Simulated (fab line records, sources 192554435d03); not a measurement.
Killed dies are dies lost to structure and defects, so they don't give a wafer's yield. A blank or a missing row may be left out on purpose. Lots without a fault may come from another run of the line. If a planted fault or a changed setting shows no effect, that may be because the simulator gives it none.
Chamber matching	flow n5Finfet	rieDiel-05 running N5_BEOL_M7_ETCH_65: 4 sister chambers
The step etches SiARC in CF4, target depth 15.6 nm, time 26 s. 4 wafers are shown with their chamber, then 8 later ones without.

WAFERS, EACH WITH ITS CHAMBER
wafer	chamber	drypumpMotorCurrentA (A)
L079.1	0	5.7
L082.1	2	5.1
L085.3	1	5.8
L086.2	3	6.3

WAFERS WITHOUT THEIR CHAMBER
wafer	drypumpMotorCurrentA (A)
L086.4	5.7
L086.6	5.7
L087.1	5.7
L087.3	5.7
L087.6	5.2
L090.2	6.3
L090.5	6.3
L090.6	5.8

WHICH CHAMBER EACH ONE RAN IN
wafer	from the rows above	in truth
L086.4	0	0
L086.6	0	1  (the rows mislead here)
L087.1	0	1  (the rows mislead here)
L087.3	0	0
L087.6	2	2
L090.2	3	3
L090.5	3	3
L090.6	1	1
6 of 8 placed correctly. From these rows, 0 cannot be placed. 2 placed wrongly.
How it was worked out, from the rows above alone: a wafer's distance from a chamber is the root of the sum, over the readings, of the square of ((its reading less the chamber's mean) divided by the reading's scatter). The wafer belongs to the nearest chamber; if the next one is less than 2 further off, it can't be placed. A chamber's mean is the mean of its shown wafers. The scatter: with one shown wafer a chamber, the root of the mean of the squares of how far each hidden wafer lies from its nearest shown one.
